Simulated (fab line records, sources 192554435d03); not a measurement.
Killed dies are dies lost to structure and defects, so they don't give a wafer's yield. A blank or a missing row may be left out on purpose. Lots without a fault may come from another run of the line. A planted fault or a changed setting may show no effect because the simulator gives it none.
Chamber matching | flow n5_finfet | N5_BEOL_M12_DESCUM_15 on rie_diel-05: 4 sister chambers
The step chemistry O2, time 7.9 s. 8 wafers are shown with their chamber, then 10 later ones without.

WAFERS WITH THEIR CHAMBER
wafer  | chamber | throttle_valve_pct (%) | showerhead_plenum_p_Torr (Torr)
L082.3 | 3       | 20.62                  | 2.03
L085.2 | 3       | 20.63                  | 2.02
L088.5 | 0       | 20.49                  | 2.16
L087.2 | 0       | 20.51                  | 2.16
L087.4 | 2       | 20.24                  | 2.05
L087.5 | 1       | 20.10                  | 2.11
L089.3 | 2       | 20.24                  | 2.05
L089.4 | 1       | 20.10                  | 2.11

WAFERS WITHOUT THEIR CHAMBER
wafer  | throttle_valve_pct (%) | showerhead_plenum_p_Torr (Torr)
L089.5 | 20.49                  | 2.16
L091.1 | 20.64                  | 2.02
L091.2 | 20.51                  | 2.16
L091.4 | 20.11                  | 2.11
L093.1 | 20.28                  | 2.05
L093.4 | 20.52                  | 2.15
L093.5 | 20.12                  | 2.11
L094.1 | 20.65                  | 2.02
L094.2 | 20.52                  | 2.15
L094.3 | 20.27                  | 2.05

WHICH CHAMBER EACH WENT THROUGH
wafer  | from the rows above | in truth
L089.5 | 0                   | 0
L091.1 | 3                   | 3
L091.2 | 0                   | 0
L091.4 | 1                   | 1
L093.1 | 2                   | 2
L093.4 | 0                   | 0
L093.5 | 1                   | 1
L094.1 | 3                   | 3
L094.2 | 0                   | 0
L094.3 | 2                   | 2
Placed correctly: 10 of 10. Can't be placed from these rows: 0. Placed wrongly: 0.
How it was worked out, from the rows above alone: a wafer's distance from a chamber is the root of the sum, over the readings, of the square of ((its reading less the chamber's mean) divided by the reading's scatter). The wafer belongs to the nearest chamber; if the next one is less than 2 further off, it can't be placed. A chamber's mean is the mean of its shown wafers. The scatter: the root of (the sum of the squares of (reading less its chamber's mean) over the shown wafers, divided by (wafers less chambers)).
